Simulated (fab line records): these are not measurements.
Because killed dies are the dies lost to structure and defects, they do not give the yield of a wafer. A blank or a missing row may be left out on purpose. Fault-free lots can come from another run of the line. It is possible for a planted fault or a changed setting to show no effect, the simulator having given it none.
Chamber matching	flow nand harc	rie si-02 running NHARC_A_WL_FILL_ETCHBACK_26: 4 sister chambers
The step etches the open film in HBr, target depth 52 nm, time 13.3 s. 4 wafers are shown with their chamber, then 11 later ones without.

== WAFERS, EACH WITH ITS CHAMBER ==
wafer	chamber	drypump motor current A (A)
L088.2	1	5.6
L088.6	2	5.9
L089.5	3	5.4
L090.4	0	6.5

== WAFERS MISSING THEIR CHAMBER ==
wafer	drypump motor current A (A)
L090.5	5.6
L090.6	5.9
L093.1	6.5
L093.3	5.9
L093.4	5.6
L094.4	5.5
L094.5	6.5
L094.6	5.6
L095.1	6.0
L095.2	5.6
L095.4	6.5

== THE CHAMBER EACH PASSED THROUGH ==
wafer	from the rows above	in truth
L090.5	1	1
L090.6	2	2
L093.1	0	0
L093.3	2	2
L093.4	1	1
L094.4	can't be placed: 1 or 3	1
L094.5	0	0
L094.6	1	1
L095.1	2	2
L095.2	1	1
L095.4	0	0
Placed correctly: 10 of 11. Not placeable from these rows: 1 (in 1, the candidates include the true chamber). Wrongly placed: 0.
How it was worked out, from the rows above alone: a wafer's distance from a chamber is the root of the sum, over the readings, of the square of ((its reading less the chamber's mean) divided by the reading's scatter). The wafer belongs to the nearest chamber; if the next one is less than 2 further off, it can't be placed. A chamber's mean is the mean of its shown wafers. The scatter (one wafer shown for each chamber): square how far every hidden wafer sits from the nearest shown wafer, average those squares and take the square root.
